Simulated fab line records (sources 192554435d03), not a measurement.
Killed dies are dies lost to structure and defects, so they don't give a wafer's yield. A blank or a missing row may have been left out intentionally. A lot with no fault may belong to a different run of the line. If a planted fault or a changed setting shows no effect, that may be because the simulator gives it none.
Chamber matching :: flow n5_finfet :: N5_DUMMY_GATE_STRIP_40 on rie_diel-05 has 4 sister chambers
The step strips in CF4. 4 wafers are shown with their chamber, then 9 later ones without.

WAFERS, EACH WITH ITS CHAMBER
wafer: L090.4
chamber: 3
drypump_motor_current_A (A): 6.1

wafer: L090.6
chamber: 2
drypump_motor_current_A (A): 5.0

wafer: L091.5
chamber: 1
drypump_motor_current_A (A): 5.6

wafer: L091.6
chamber: 0
drypump_motor_current_A (A): 5.8

WAFERS WITHOUT THEIR CHAMBER
wafer: L093.2
drypump_motor_current_A (A): 5.8

wafer: L093.3
drypump_motor_current_A (A): 5.0

wafer: L093.4
drypump_motor_current_A (A): 6.2

wafer: L094.3
drypump_motor_current_A (A): 5.8

wafer: L094.5
drypump_motor_current_A (A): 5.6

wafer: L094.6
drypump_motor_current_A (A): 5.8

wafer: L096.1
drypump_motor_current_A (A): 5.6

wafer: L096.2
drypump_motor_current_A (A): 6.1

wafer: L096.5
drypump_motor_current_A (A): 5.8

THE CHAMBER EACH PASSED THROUGH
wafer: L093.2
from the rows above: 0
in truth: 0

wafer: L093.3
from the rows above: 2
in truth: 2

wafer: L093.4
from the rows above: 3
in truth: 3

wafer: L094.3
from the rows above: 0
in truth: 0

wafer: L094.5
from the rows above: 1
in truth: 1

wafer: L094.6
from the rows above: 0
in truth: 0

wafer: L096.1
from the rows above: 1
in truth: 1

wafer: L096.2
from the rows above: 3
in truth: 3

wafer: L096.5
from the rows above: 0
in truth: 0
Placed correctly: 9 of 9. From these rows, 0 cannot be placed. Wrongly placed: 0.
How it was worked out, from the rows above alone: a wafer's distance from a chamber is the root of the sum, over the readings, of the square of ((its reading less the chamber's mean) divided by the reading's scatter). The wafer belongs to the nearest chamber; if the next one is less than 2 further off, it can't be placed. The mean given for a chamber averages the wafers shown for that chamber. The scatter: with one shown wafer a chamber, the root of the mean of the squares of how far each hidden wafer lies from its nearest shown one.
